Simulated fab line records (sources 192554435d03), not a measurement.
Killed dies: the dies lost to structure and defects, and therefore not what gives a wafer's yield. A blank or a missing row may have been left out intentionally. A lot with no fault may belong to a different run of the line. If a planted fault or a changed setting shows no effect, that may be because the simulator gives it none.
Matching of chambers    flow n5-finfet    rie-diel-04 running N5_SD_EPI_N_DESCUM_14: 4 sister chambers
The step chemistry O2, time 7.9 s. 8 wafers are shown with their chamber, then 8 later ones without.

WAFERS, EACH WITH ITS CHAMBER
wafer   chamber  showerhead-plenum-p-Torr (Torr)  drypump-motor-current-A (A)
L079.2  3        2.14                             5.6
L079.5  0        2.08                             5.7
L081.5  1        2.06                             5.4
L081.6  2        2.14                             5.4
L084.2  2        2.14                             5.4
L084.3  3        2.14                             5.6
L084.4  0        2.08                             5.8
L091.1  1        2.05                             5.5

WAFERS WITHOUT THEIR CHAMBER
wafer   showerhead-plenum-p-Torr (Torr)  drypump-motor-current-A (A)
L091.3  2.08                             5.8
L091.6  2.07                             5.7
L095.2  2.05                             5.4
L095.3  2.07                             5.7
L095.6  2.13                             5.4
L096.4  2.05                             5.4
L096.5  2.05                             5.4
L096.6  2.13                             5.4

THE CHAMBER EACH PASSED THROUGH
wafer   from the rows above  in truth
L091.3  0                    0
L091.6  0                    0
L095.2  1                    1
L095.3  0                    0
L095.6  2                    2
L096.4  1                    1
L096.5  1                    1
L096.6  2                    2
Placed correctly: 8 of 8. Can't be placed from these rows: 0. Wrongly placed: 0.
How it was worked out, from the rows above alone: a wafer's distance from a chamber is the root of the sum, over the readings, of the square of ((its reading less the chamber's mean) divided by the reading's scatter). If the next closest chamber is less than 2 further off than the closest, the wafer can't be placed; otherwise it belongs to the closest. A chamber's mean is the mean of its shown wafers. The scatter is the square root of a quotient: the sum, over the shown wafers, of each reading's squared deviation from its chamber's mean, divided by wafers minus chambers.
